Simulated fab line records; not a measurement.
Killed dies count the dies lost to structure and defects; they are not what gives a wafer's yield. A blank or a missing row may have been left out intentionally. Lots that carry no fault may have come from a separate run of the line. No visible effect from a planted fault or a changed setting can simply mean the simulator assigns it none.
Matching of chambers + flow nandHarc + 3 sister chambers for NHARC_P_M1_DEP_33 on pecvd-03
The step deposits SiCN, target thk 30 nm. 6 wafers are shown with their chamber, then 7 later ones without.

EACH WAFER AND ITS CHAMBER
| wafer  | chamber | heaterPowerW (W) | susceptorTempC (C) |
|--------|---------|------------------|--------------------|
| L205.3 | 2       | 537              | 370.03             |
| L205.6 | 2       | 546              | 370.29             |
| L207.4 | 0       | 609              | 370.10             |
| L207.5 | 1       | 416              | 370.02             |
| L208.1 | 0       | 618              | 369.93             |
| L208.5 | 1       | 476              | 369.82             |

WAFERS MISSING THEIR CHAMBER
| wafer  | heaterPowerW (W) | susceptorTempC (C) |
|--------|------------------|--------------------|
| L208.6 | 551              | 370.13             |
| L210.1 | 425              | 369.85             |
| L210.3 | 571              | 370.28             |
| L210.6 | 558              | 370.06             |
| L222.2 | 412              | 370.24             |
| L222.3 | 610              | 370.37             |
| L222.6 | 604              | 370.23             |

WHICH CHAMBER EACH ONE RAN IN
| wafer  | from the rows above     | in truth |
|--------|-------------------------|----------|
| L208.6 | 2                       | 2        |
| L210.1 | 1                       | 1        |
| L210.3 | can't be placed: 2 or 0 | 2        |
| L210.6 | can't be placed: 2 or 0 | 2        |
| L222.2 | 1                       | 1        |
| L222.3 | can't be placed: 0 or 2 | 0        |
| L222.6 | can't be placed: 0 or 2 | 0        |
Correctly placed: 3 of 7. Not placeable from these rows: 4 (in 4, the candidates include the true chamber). Number placed wrongly: 0.
How it was worked out, from the rows above alone: a wafer's distance from a chamber is the root of the sum, over the readings, of the square of ((its reading less the chamber's mean) divided by the reading's scatter). If the next closest chamber is less than 2 further off than the closest, the wafer can't be placed; otherwise it belongs to the closest. For every chamber, the mean is computed from those of its wafers that are shown. The scatter is the square root of a quotient: the sum, over the shown wafers, of each reading's squared deviation from its chamber's mean, divided by wafers minus chambers.
